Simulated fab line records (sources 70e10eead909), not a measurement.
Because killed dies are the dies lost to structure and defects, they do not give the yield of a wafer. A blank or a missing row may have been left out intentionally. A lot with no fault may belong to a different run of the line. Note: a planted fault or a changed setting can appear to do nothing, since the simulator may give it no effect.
Which tool was responsible? + flow nand-harc + 12 lots with 36 wafers sampled at 6 steps, on a route of 1302 steps

## WHAT THE GAUGES READ, wafer by wafer
NHARC_P_GATE_CD_MEAS_26: the cd target is 120 nm.
| lot  | measured     | on        | cd-nm (nm)        |
|------|--------------|-----------|-------------------|
| L217 | day 5 05:41  | cd-sem-03 | 120.5 120.7 119.9 |
| L218 | day 5 09:30  | cd-sem-01 | 120.2 120.0 120.4 |
| L221 | day 6 22:35  | cd-sem-03 | 120.7 119.5 119.7 |
| L223 | day 7 13:47  | cd-sem-03 | 119.7 120.2 119.8 |
| L226 | day 8 19:50  | cd-sem-02 | 119.6 119.6 120.0 |
| L227 | day 9 01:48  | cd-sem-03 | 105.9 105.8 105.2 |
| L228 | day 9 16:19  | cd-sem-01 | 119.7 119.3 119.3 |
| L232 | day 11 05:49 | cd-sem-02 | 119.0 119.8 119.9 |
| L237 | day 13 07:52 | cd-sem-03 | 120.2 119.8 119.9 |
| L238 | day 13 16:19 | cd-sem-02 | 120.1 119.7 120.0 |
| L239 | day 14 09:47 | cd-sem-03 | 119.9 119.8 120.1 |
| L240 | day 14 11:33 | cd-sem-01 | 119.5 119.7 119.5 |

NHARC_P_CONTACT_OVL_MEAS_13.
| lot  | measured     | on         | overlay-x-nm (nm) | overlay-y-nm (nm) |
|------|--------------|------------|-------------------|-------------------|
| L217 | day 6 02:02  | overlay-01 | -0.7 -0.9 -1.2    | 0.2 0.7 0.1       |
| L218 | day 6 05:37  | overlay-02 | -0.9 -1.0 -1.0    | -0.3 -0.4 -1.3    |
| L221 | day 7 19:13  | overlay-02 | 0.6 0.0 -0.4      | -0.3 -0.5 -0.2    |
| L223 | day 8 09:41  | overlay-01 | -1.0 -0.6 -0.5    | -0.1 0.8 -0.2     |
| L226 | day 9 15:49  | overlay-01 | 0.1 0.3 0.6       | 1.7 1.8 1.6       |
| L227 | day 9 21:44  | overlay-02 | 1.1 1.3 1.5       | -1.4 -1.1 -0.9    |
| L228 | day 10 12:30 | overlay-01 | 0.4 0.2 0.5       | 0.0 0.1 -0.2      |
| L232 | day 12 02:37 | overlay-02 | 0.9 0.7 0.3       | 0.2 0.6 0.6       |
| L237 | day 14 04:11 | overlay-01 | 1.3 0.8 1.2       | 0.4 0.3 0.7       |
| L238 | day 14 12:26 | overlay-01 | 0.3 0.2 0.1       | 0.6 0.5 0.5       |
| L239 | day 15 08:14 | overlay-01 | -0.1 -0.2 0.2     | 1.0 1.5 1.3       |
| L240 | day 15 07:23 | overlay-02 | -0.4 0.5 0.0      | -0.1 -0.4 -0.4    |

NHARC_END_SORT_01.
| lot  | measured     | on        | killed-at-array | killed-at-other | killed-at-periphery | killed-dies | killed-open | killed-short |
|------|--------------|-----------|-----------------|-----------------|---------------------|-------------|-------------|--------------|
| L227 | day 29 05:02 | prober-02 | 47 56 74        | 1 1 2           | 33 9 34             | 81 66 110   | 2 3 1       | 3 4 3        |

## WHICH TOOL RAN EACH LOT (tool, then ch and the chambers of the sampled wafers, then the start)
| lot  | NHARC_P_GATE_EXPOSE_23             | NHARC_P_GATE_DESCUM_31             | NHARC_P_CONTACT_CVD_23                 |
|------|------------------------------------|------------------------------------|----------------------------------------|
| L217 | arfi-scanner-03 ch 0, day 5 05:32  | rie-diel-01 ch 1,2,3, day 5 05:52  | cvd-w-02 ch 0,1, no start              |
| L218 | arfi-scanner-01 ch 0, day 5 09:22  | rie-diel-11 ch 1,2,3, day 5 09:41  | cvd-w-01 ch 0,1, no start              |
| L221 | arfi-scanner-03 ch 0, day 6 22:27  | rie-diel-01 ch 0,1,2, day 6 22:46  | cvd-w-01 ch 0,1, no start              |
| L223 | arfi-scanner-01 ch 0, day 7 13:39  | rie-diel-11 ch 0,2,3, day 7 13:59  | cvd-w-02 ch 0,1, no start              |
| L226 | arfi-scanner-03 ch 0, day 8 19:41  | rie-diel-03 ch 0,1,3, day 8 20:01  | cvd-w-01 ch 0,1, no start              |
| L227 | arfi-scanner-03 ch 0, day 9 01:40  | rie-diel-03 ch 0,1,3, day 9 01:59  | cvd-w-02 ch 0, day 29 05:02 or earlier |
| L228 | arfi-scanner-02 ch 0, day 9 16:11  | rie-diel-11 ch 1,2,3, day 9 16:31  | cvd-w-01 ch 0,1, no start              |
| L232 | arfi-scanner-03 ch 0, day 11 05:41 | rie-diel-01 ch 0,1,3, day 11 06:00 | cvd-w-02 ch 0,1, no start              |
| L237 | arfi-scanner-02 ch 0, day 13 07:44 | rie-diel-03 ch 0,2,3, day 13 08:04 | cvd-w-02 ch 0,1, no start              |
| L238 | arfi-scanner-02 ch 0, day 13 16:11 | rie-diel-01 ch 0,1,2, day 13 16:31 | cvd-w-01 ch 0,1, no start              |
| L239 | arfi-scanner-03 ch 0, day 14 09:38 | rie-diel-01 ch 2,3, day 14 09:58   | cvd-w-02 ch 0,1, no start              |
| L240 | arfi-scanner-03 ch 0, day 14 11:25 | rie-diel-01 ch 0,3, day 14 11:45   | cvd-w-02 ch 0,1, no start              |
- NHARC_P_GATE_EXPOSE_23: exposes mask P GATE, target cd 120 nm.
- NHARC_P_GATE_DESCUM_31: chemistry O2, time 3 s.
- NHARC_P_CONTACT_CVD_23: deposits W, target thk 200 nm, time 557 s.

## WHAT THE TOOLS THEMSELVES READ (means of the sampled wafers that have a number; where no wafer has one, the mark that the record gives instead)
NHARC_P_GATE_DESCUM_31.
| lot  | tool        | drypump-motor-current-A (A) | oes-product-au (a.u.) | rf-vpp-V (V) | showerhead-plenum-p-Torr (Torr) | throttle-valve-pct (%) |
|------|-------------|-----------------------------|-----------------------|--------------|---------------------------------|------------------------|
| L217 | rie-diel-01 | 5.6                         | 1.002                 | 58.6         | 1.98                            | 11.318                 |
| L218 | rie-diel-11 | 5.7                         | 0.992                 | 57.6         | 1.87                            | 11.320                 |
| L221 | rie-diel-01 | 5.3                         | 0.993                 | 58.1         | 1.98                            | 11.314                 |
| L223 | rie-diel-11 | 5.7                         | 0.990                 | 57.1         | 1.87                            | 11.312                 |
| L226 | rie-diel-03 | 5.5                         | 0.999                 | 57.8         | 1.88                            | 11.310                 |
| L227 | rie-diel-03 | 5.5                         | 1.006                 | 57.2         | 1.88                            | 11.306                 |
| L228 | rie-diel-11 | 5.7                         | 0.988                 | 57.4         | 1.86                            | 11.301                 |
| L232 | rie-diel-01 | 5.3                         | 0.990                 | 58.6         | 2.03                            | 11.305                 |
| L237 | rie-diel-03 | 5.2                         | 1.001                 | 57.1         | 1.86                            | 11.321                 |
| L238 | rie-diel-01 | 5.3                         | 0.992                 | 57.7         | 1.98                            | 11.307                 |
| L239 | rie-diel-01 | 5.7                         | 1.003                 | 58.1         | 1.98                            | 11.317                 |
| L240 | rie-diel-01 | 5.5                         | 0.998                 | 58.0         | 2.02                            | 11.309                 |

NHARC_P_CONTACT_CVD_23.
| lot  | tool     | heater-power-w (W) | mfc-wf6-sccm (sccm) | throttle-valve-pct (%) |
|------|----------|--------------------|---------------------|------------------------|
| L217 | cvd-w-02 | 406                | 40.03               | 8.3                    |
| L218 | cvd-w-01 | 493                | 40.06               | 7.8                    |
| L221 | cvd-w-01 | 511                | 39.90               | 7.9                    |
| L223 | cvd-w-02 | 410                | 40.01               | 8.6                    |
| L226 | cvd-w-01 | 488                | 40.01               | 7.9                    |
| L227 | cvd-w-02 | 376                | 39.99               | 8.4                    |
| L228 | cvd-w-01 | 494                | 39.87               | 7.9                    |
| L232 | cvd-w-02 | 413                | 40.00               | 8.6                    |
| L237 | cvd-w-02 | 437                | 39.87               | 8.4                    |
| L238 | cvd-w-01 | 488                | 39.94               | 7.9                    |
| L239 | cvd-w-02 | 434                | 39.97               | 8.4                    |
| L240 | cvd-w-02 | 403                | 39.99               | 8.3                    |

## THE ANSWER, worked out from the rows above alone
Rule: the usual values come from the lots themselves. The widest of any qualifying gaps counts: lots, ordered by their means at a reading, are off when they make up no more than a third of the lots, leave a main group of 4 or more, and stand apart from it by 3 or more times the standard deviation of that group's means. A main group whose means are all the same, to the digits that the tables above print for the reading, isn't used. Also off: a lot with no number at a reading for which 4 or more lots have one. Where the step has rows for the other lots, those lots are counted as sound. Order of review: gauges by route order, followed by the tools' own readings, for which a lot's mean as printed above is used. At the first step where some lot is off, the reading lying furthest off is the one used; lots without a number count as furthest.
Off: L227 (NHARC_P_GATE_CD_MEAS_26, cd-nm). The main group has a mean of 119.9 nm with a standard deviation of 0.27.
If a tool, at a process step before that reading, ran all the lots that are off and no sound lot after the first of them, it fits. Those tools and the gauges at NHARC_P_GATE_CD_MEAS_26 are tried in the same way. Of those tried, none fits.

## WHAT HAD BEEN PUT IN BY THE SIMULATOR
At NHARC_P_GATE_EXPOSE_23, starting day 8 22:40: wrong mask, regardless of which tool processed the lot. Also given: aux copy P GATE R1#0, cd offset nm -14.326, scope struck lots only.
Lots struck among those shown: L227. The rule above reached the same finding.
